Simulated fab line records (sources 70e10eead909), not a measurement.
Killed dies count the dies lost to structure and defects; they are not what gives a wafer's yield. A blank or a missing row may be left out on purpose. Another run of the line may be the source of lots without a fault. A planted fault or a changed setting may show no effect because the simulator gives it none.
Which of the tools did it?    flow nandHarc    39 wafers from 13 lots sampled at 4 of the route's 1302 steps

WHAT THE GAUGES READ, wafer by wafer
NHARC_P_M2_CD_MEAS_09: the cd target is 170 nm.
lot   measured      on        cdNm (nm)
L884  day 6 18:38   cdSem-01  169.1 169.4 169.4
L887  day 7 16:04   cdSem-01  169.4 170.0 169.6
L888  day 8 02:17   cdSem-01  171.1 170.8 170.3
L889  day 9 03:11   cdSem-02  170.1 170.3 169.4
L890  day 9 15:19   cdSem-03  169.4 169.9 169.2
L891  day 9 21:37   cdSem-02  169.4 169.6 170.4
L892  day 10 00:30  cdSem-02  170.4 170.6 170.3
L894  day 10 12:41  cdSem-03  169.7 169.1 170.4
L893  day 10 14:14  cdSem-01  170.0 170.6 169.8
L895  day 11 06:20  cdSem-02  170.7 170.3 170.6
L899  day 12 20:47  cdSem-03  169.5 194.3 199.0
L906  day 15 13:59  cdSem-03  169.6 169.6 170.1
L907  day 15 21:42  cdSem-02  169.4 170.9 170.2

NHARC_P_M2_INSPECT_11.
lot   measured      on                rawDefectCount
L884  day 6 18:46   defectInspect-01  2 4 9
L887  day 7 16:11   defectInspect-01  7 5 8
L888  day 8 02:24   defectInspect-02  5 8 1
L889  day 9 03:18   defectInspect-02  5 3 8
L890  day 9 15:26   defectInspect-02  12 11 4
L891  day 9 21:45   defectInspect-02  2 6 6
L892  day 10 00:37  defectInspect-01  2 2 7
L894  day 10 12:48  defectInspect-01  1 5 4
L893  day 10 14:22  defectInspect-01  6 6 9
L895  day 11 06:27  defectInspect-01  2 6 7
L899  day 12 20:54  defectInspect-01  5 8 10
L906  day 15 14:07  defectInspect-01  17 13 8
L907  day 15 21:49  defectInspect-01  4 5 4

EACH LOT AND THE TOOL THAT RAN IT (in order: tool; ch and the chambers of the sampled wafers; start)
lot   NHARC_P_M1_ETCH_28                            NHARC_P_M2_EXPOSE_06
L884  rieDiel-11 ch 0,1,3, day 6 18:30 or earlier   arfiScanner-02 ch 0, day 6 18:30
L887  rieDiel-12 ch 0,2,3, day 7 15:56 or earlier   arfiScanner-03 ch 0, day 7 15:56
L888  rieDiel-11 ch 0,2,3, day 8 02:08 or earlier   arfiScanner-03 ch 0, day 8 02:08
L889  rieDiel-11 ch 0,2, day 9 03:02 or earlier     arfiScanner-01 ch 0, day 9 03:02
L890  rieDiel-12 ch 1,3, day 9 15:10 or earlier     arfiScanner-01 ch 0, day 9 15:10
L891  rieDiel-11 ch 0,2, day 9 21:29 or earlier     arfiScanner-01 ch 0, day 9 21:29
L892  rieDiel-12 ch 2,3, day 10 00:22 or earlier    arfiScanner-02 ch 0, day 10 00:22
L894  rieDiel-10 ch 1,2,3, day 10 12:32 or earlier  arfiScanner-02 ch 0, day 10 12:32
L893  rieDiel-12 ch 0,1,3, day 10 14:06 or earlier  arfiScanner-03 ch 0, day 10 14:06
L895  rieDiel-12 ch 0,2,3, day 11 06:11 or earlier  arfiScanner-01 ch 0, day 11 06:11
L899  rieDiel-12 ch 0,2, day 12 20:38 or earlier    arfiScanner-02 ch 0, day 12 20:38
L906  rieDiel-10 ch 0,2, day 15 13:51 or earlier    arfiScanner-01 ch 0, day 15 13:51
L907  rieDiel-11 ch 0,1,3, day 15 21:34 or earlier  arfiScanner-03 ch 0, day 15 21:34
- NHARC_P_M1_ETCH_28: etches the open film in CF4/N2, target depth 30 nm, time 72.99 s.
- NHARC_P_M2_EXPOSE_06: exposes mask P M2, target cd 170 nm.

WHAT THE TOOLS THEMSELVES READ (means of the sampled wafers that have a number; where no wafer has one, the mark that the record gives instead)
NHARC_P_M1_ETCH_28.
lot   tool        cf4FlowSccm (sccm)  drypumpMotorCurrentA (A)  oesProductAu (a.u.)  rfVppV (V)  showerheadPlenumPTorr (Torr)  throttleValvePct (%)
L884  rieDiel-11  49.93               5.9                       0.998                312.9       2.54                          19.791
L887  rieDiel-12  50.00               5.9                       1.002                314.4       2.64                          19.808
L888  rieDiel-11  50.21               5.8                       1.001                312.9       2.57                          19.796
L889  rieDiel-11  49.89               5.7                       1.006                314.3       2.57                          19.794
L890  rieDiel-12  50.10               6.3                       1.017                313.6       2.63                          19.799
L891  rieDiel-11  49.92               6.0                       1.002                313.3       2.58                          19.796
L892  rieDiel-12  49.99               6.3                       1.001                314.1       2.57                          19.800
L894  rieDiel-10  49.99               5.5                       0.995                314.7       2.63                          19.796
L893  rieDiel-12  50.02               5.9                       1.012                315.2       2.66                          19.794
L895  rieDiel-12  50.03               5.9                       1.003                314.0       2.63                          19.790
L899  rieDiel-12  50.18               5.5                       0.999                314.9       2.65                          19.798
L906  rieDiel-10  49.95               5.8                       0.989                314.0       2.64                          19.789
L907  rieDiel-11  49.99               6.0                       1.001                311.2       2.51                          19.797

NHARC_P_M2_EXPOSE_06.
lot   tool            exposureDoseMJCm2
L884  arfiScanner-02  80.75
L887  arfiScanner-03  80.65
L888  arfiScanner-03  80.85
L889  arfiScanner-01  80.68
L890  arfiScanner-01  80.67
L891  arfiScanner-01  80.68
L892  arfiScanner-02  80.64
L894  arfiScanner-02  80.69
L893  arfiScanner-03  80.71
L895  arfiScanner-01  80.65
L899  arfiScanner-02  76.50
L906  arfiScanner-01  80.61
L907  arfiScanner-03  80.52

THE ANSWER, worked out from the rows above alone
Rule: the lots themselves supply what counts as usual. Put in order of their means at a reading, lots are off if they are a third of the lots or fewer, leave a main group of 4 or more, and stand apart from it by a gap of 3 or more times the standard deviation of the main group's means; of several such gaps the widest counts. The tables above print the reading to a certain number of digits; a main group whose means all agree to those digits is not used. Also off: a lot with no number at a reading for which 4 or more lots have one. Where the step has rows for the other lots, those lots are counted as sound. The gauges are gone through in route order, then the tools' own readings, and for those a lot's mean is taken as printed above. The first step at which some lot is off is used, and at that step the reading that is off furthest; a lot without a number counts as furthest.
Off: L899 (NHARC_P_M2_CD_MEAS_09, cdNm). For the main group the mean is 170.0 nm and the standard deviation 0.42.
If a tool, at a process step before that reading, ran all the lots that are off and no sound lot after the first of them, it fits. The gauges at NHARC_P_M2_CD_MEAS_09 aren't tried: what is off there is off at NHARC_P_M2_EXPOSE_06 too, on other tools, and a gauge's error can't cause that. NHARC_P_M1_ETCH_28: start missing for some lots; hours and lot order therefore follow NHARC_P_M2_EXPOSE_06. 2 tools fit, rieDiel-12 at NHARC_P_M1_ETCH_28 and arfiScanner-02 at NHARC_P_M2_EXPOSE_06, so this cannot tell which one it is.

WHAT THE SIMULATOR PUT IN
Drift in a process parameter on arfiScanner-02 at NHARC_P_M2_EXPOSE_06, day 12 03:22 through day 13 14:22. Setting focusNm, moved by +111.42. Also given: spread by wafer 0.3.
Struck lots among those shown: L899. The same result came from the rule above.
